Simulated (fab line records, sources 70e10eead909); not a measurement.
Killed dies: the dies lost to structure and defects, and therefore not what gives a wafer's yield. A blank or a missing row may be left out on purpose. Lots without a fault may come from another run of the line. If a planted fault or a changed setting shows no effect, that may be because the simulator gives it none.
Which tool was responsible? + flow nandHarc + Sampling: 12 lots, 36 wafers, 6 of 1302 route steps

## WHAT THE GAUGES SHOWED, per wafer
NHARC_A_START_INSPECT_01. Usual: 3.3 for rawDefectCount, sd 1.6.
| lot  | measured     | on               | rawDefectCount | flag |
|------|--------------|------------------|----------------|------|
| L533 | day 8 01:35  | defectInspect-01 | 5 3 4          |      |
| L534 | day 8 09:17  | defectInspect-02 | 2 3 3          |      |
| L535 | day 9 00:13  | defectInspect-01 | 4 4 1          |      |
| L536 | day 9 01:07  | defectInspect-02 | 2 5 3          |      |
| L539 | day 10 14:05 | defectInspect-02 | 3 4 3          |      |
| L541 | day 11 06:01 | defectInspect-02 | 1 1 1          |      |
| L542 | day 11 14:36 | defectInspect-02 | 4 2 5          |      |
| L547 | day 13 21:50 | defectInspect-02 | 5 3 3          |      |
| L549 | day 14 19:25 | defectInspect-02 | 7 4 5          |      |
| L550 | day 15 01:03 | defectInspect-01 | 1 5 2          |      |
| L551 | day 15 12:48 | defectInspect-01 | 3 8 4          |      |
| L552 | day 15 20:09 | defectInspect-01 | 5 7 6          |      |

NHARC_A_ONON_D1_THK_MEAS_24: measures by ellipsometry. Usual: 1004 nm for thkNm, sd 8.8.
| lot  | measured     | on           | thkNm (nm)     | flag |
|------|--------------|--------------|----------------|------|
| L533 | day 9 12:04  | filmMetro-01 | 990 991 989    |      |
| L534 | day 9 20:16  | filmMetro-02 | 1007 1006 1006 |      |
| L535 | day 10 11:32 | filmMetro-02 | 1022 1022 1020 |      |
| L536 | day 10 11:31 | filmMetro-01 | 986 985 986    |      |
| L539 | day 12 04:14 | filmMetro-01 | 705 707 705    | OFF  |
| L541 | day 12 16:10 | filmMetro-02 | 708 706 708    | OFF  |
| L542 | day 13 07:13 | filmMetro-01 | 717 718 718    | OFF  |
| L547 | day 15 10:05 | filmMetro-02 | 999 1000 1002  |      |
| L549 | day 16 07:03 | filmMetro-02 | 998 1000 998   |      |
| L550 | day 16 14:40 | filmMetro-01 | 1005 1008 1006 |      |
| L551 | day 16 23:20 | filmMetro-01 | 1003 1000 1001 |      |
| L552 | day 17 09:20 | filmMetro-02 | 1013 1012 1015 |      |

NHARC_A_ONON_D1_INSPECT_32. Usual: 71 for rawDefectCount, sd 26.
| lot  | measured     | on               | rawDefectCount | flag |
|------|--------------|------------------|----------------|------|
| L533 | day 9 13:44  | defectInspect-01 | 59 32 55       |      |
| L534 | day 9 21:57  | defectInspect-02 | 51 48 46       |      |
| L535 | day 10 13:28 | defectInspect-02 | 51 88 46       |      |
| L536 | day 10 13:10 | defectInspect-01 | 119 91 96      |      |
| L539 | day 12 05:55 | defectInspect-02 | 70 39 50       |      |
| L541 | day 12 17:52 | defectInspect-01 | 49 49 21       |      |
| L542 | day 13 09:02 | defectInspect-01 | 65 32 81       |      |
| L547 | day 15 11:49 | defectInspect-01 | 42 52 49       |      |
| L549 | day 16 08:43 | defectInspect-01 | 81 83 78       |      |
| L550 | day 16 16:28 | defectInspect-02 | 89 57 122      |      |
| L551 | day 17 01:00 | defectInspect-02 | 34 50 37       |      |
| L552 | day 17 11:05 | defectInspect-01 | 74 82 118      |      |

NHARC_END_SORT_01. Usual: killedAtArray 56, standard deviation 20; killedAtOther 0.9, standard deviation 1.1; killedAtPeriphery 3.7, standard deviation 3; killedDies 61, standard deviation 21; killedOpen 2.9, standard deviation 1.6; killedShort 2.6, standard deviation 1.4.
| lot  | measured     | on        | killedAtArray | killedAtOther | killedAtPeriphery | killedDies  | killedOpen | killedShort | flag |
|------|--------------|-----------|---------------|---------------|-------------------|-------------|------------|-------------|------|
| L539 | day 28 15:27 | prober-01 | 669 665 670   | 1 4 3         | 7 8 4             | 677 677 677 | 6 4 2      | 4 3 3       | OFF  |
| L541 | day 28 21:36 | prober-01 | 665 662 668   | 1 2 1         | 11 13 8           | 677 677 677 | 3 3 3      | 2 5 2       | OFF  |
| L542 | day 29 06:41 | prober-02 | 674 674 674   | 1 1 1         | 2 2 2             | 677 677 677 | 2 3 4      | 1 2 3       | OFF  |

## EACH LOT AND THE TOOL THAT RAN IT (in order: tool; ch and the chambers of the sampled wafers; start)
| lot  | NHARC_A_ZERO_WELL_DESCUM_12       | NHARC_A_ONON_D1_DEP_22          |
|------|-----------------------------------|---------------------------------|
| L533 | rieDiel-12 ch 0,3, day 8 02:36    | pecvdOnon-04 ch 0, day 9 11:37  |
| L534 | rieDiel-12 ch 0,1,3, day 8 10:17  | pecvdOnon-02 ch 0, day 9 19:46  |
| L535 | rieDiel-12 ch 1,2, day 9 01:05    | pecvdOnon-04 ch 0, day 10 11:01 |
| L536 | rieDiel-02 ch 1,2,3, day 9 02:08  | pecvdOnon-02 ch 0, day 10 11:01 |
| L539 | rieDiel-02 ch 0,1,2, day 10 15:05 | pecvdOnon-02 ch 0, day 12 03:50 |
| L541 | rieDiel-12 ch 0,1, day 11 06:53   | pecvdOnon-02 ch 0, day 12 15:40 |
| L542 | rieDiel-12 ch 2,3, day 11 15:35   | pecvdOnon-02 ch 0, day 13 06:43 |
| L547 | rieDiel-12 ch 0,1,2, day 13 22:51 | pecvdOnon-01 ch 0, day 15 09:38 |
| L549 | rieDiel-12 ch 0,1,2, day 14 20:25 | pecvdOnon-04 ch 0, day 16 06:40 |
| L550 | rieDiel-12 ch 0,3, day 15 02:02   | pecvdOnon-01 ch 0, day 16 14:10 |
| L551 | rieDiel-12 ch 1,2,3, day 15 13:48 | pecvdOnon-04 ch 0, day 16 22:49 |
| L552 | rieDiel-12 ch 0,1,3, day 15 21:01 | pecvdOnon-01 ch 0, day 17 08:56 |
- NHARC_A_ZERO_WELL_DESCUM_12: chemistry O2, time 3 s.
- NHARC_A_ONON_D1_DEP_22: target thk 1000 nm.

## WHAT THE TOOLS THEMSELVES READ (means of the sampled wafers that have a number; where no wafer has one, the mark that the record gives instead)
NHARC_A_ZERO_WELL_DESCUM_12. Usual: drypumpMotorCurrentA 5.5 A, standard deviation 0.55; mfcArSccm 0.007 sccm, standard deviation 0.0096; oesProductAu 1.001 a.u., standard deviation 0.012; rfVppV 57.6 V, standard deviation 0.98; showerheadPlenumPTorr 1.91 Torr, standard deviation 0.068; throttleValvePct 11.312 %, standard deviation 0.0086.
| lot  | tool       | drypumpMotorCurrentA (A) | mfcArSccm (sccm) | oesProductAu (a.u.) | rfVppV (V) | showerheadPlenumPTorr (Torr) | throttleValvePct (%) | flag |
|------|------------|--------------------------|------------------|---------------------|------------|------------------------------|----------------------|------|
| L533 | rieDiel-12 | 5.0                      | 0.013            | 0.985               | 58.7       | 1.94                         | 11.319               |      |
| L534 | rieDiel-12 | 5.2                      | 0.007            | 1.001               | 56.6       | 1.91                         | 11.313               |      |
| L535 | rieDiel-12 | 5.8                      | 0.000            | 1.010               | 58.2       | 1.94                         | 11.305               |      |
| L536 | rieDiel-02 | 5.8                      | 0.008            | 1.001               | 56.5       | 1.87                         | 11.321               |      |
| L539 | rieDiel-02 | 5.3                      | 0.006            | 1.000               | 57.8       | 1.88                         | 11.302               |      |
| L541 | rieDiel-12 | 5.4                      | 0.000            | 1.018               | 57.9       | 1.89                         | 11.315               |      |
| L542 | rieDiel-12 | 5.8                      | 0.007            | 0.992               | 58.2       | 1.97                         | 11.313               |      |
| L547 | rieDiel-12 | 5.5                      | 0.000            | 0.996               | 57.7       | 1.90                         | 11.311               |      |
| L549 | rieDiel-12 | 5.5                      | 0.000            | 0.994               | 57.2       | 1.90                         | 11.309               |      |
| L550 | rieDiel-12 | 5.0                      | 0.013            | 1.008               | 57.9       | 1.93                         | 11.314               |      |
| L551 | rieDiel-12 | 5.6                      | 0.007            | 0.995               | 57.6       | 1.96                         | 11.313               |      |
| L552 | rieDiel-12 | 5.2                      | 0.007            | 1.015               | 57.9       | 1.91                         | 11.308               |      |

NHARC_A_ONON_D1_DEP_22. Usual: nh3FlowSccm 500.3 sccm, standard deviation 1.5; sih4FlowSccm 210.0 sccm, standard deviation 0.59.
| lot  | tool         | nh3FlowSccm (sccm) | sih4FlowSccm (sccm) | flag |
|------|--------------|--------------------|---------------------|------|
| L533 | pecvdOnon-04 | 499.5              | 210.5               |      |
| L534 | pecvdOnon-02 | 501.6              | 209.6               |      |
| L535 | pecvdOnon-04 | 501.1              | 210.0               |      |
| L536 | pecvdOnon-02 | 498.3              | 210.2               |      |
| L539 | pecvdOnon-02 | 500.4              | 210.1               |      |
| L541 | pecvdOnon-02 | 499.4              | 210.3               |      |
| L542 | pecvdOnon-02 | 502.0              | 209.0               |      |
| L547 | pecvdOnon-01 | 499.0              | 210.1               |      |
| L549 | pecvdOnon-04 | 500.9              | 209.6               |      |
| L550 | pecvdOnon-01 | 499.3              | 209.4               |      |
| L551 | pecvdOnon-04 | 500.9              | 211.0               |      |
| L552 | pecvdOnon-01 | 499.4              | 210.0               |      |

## THE ANSWER, worked out from the rows above alone
Rule: a lot counts as off when the mean over its wafers that have a number is more than 3 standard deviations away from the usual mean. Also off: a lot with no number at a reading for which 4 or more lots have one. Any other lot the step has rows for is counted as sound. After the gauges, taken in route order, come the tools' own readings; for these a lot's mean is taken, as printed above. The first step at which some lot is off is used, and at that step the reading that is off furthest; a lot without a number counts as furthest.
Off, at NHARC_A_ONON_D1_THK_MEAS_24 on thkNm: L539, L541, L542.
If a tool, at a process step before that reading, ran all the lots that are off and no sound lot after the first of them, it fits. Not tried: the gauges at NHARC_A_ONON_D1_THK_MEAS_24; whatever is off there is also off at NHARC_END_SORT_01, on other tools, and gauge error can't account for it. One fits: NHARC_A_ONON_D1_DEP_22 on pecvdOnon-02. A fault onset in the window from L536 (day 10 11:01, its last sound lot) to L539 (day 12 03:50, its first lot off) fits.

## WHAT THE SIMULATOR HAD INSERTED
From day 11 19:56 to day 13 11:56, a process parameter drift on pecvdOnon-02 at NHARC_A_ONON_D1_DEP_22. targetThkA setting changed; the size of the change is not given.
Lots struck among those shown: L539, L541, L542. This agrees with what the rule above found.
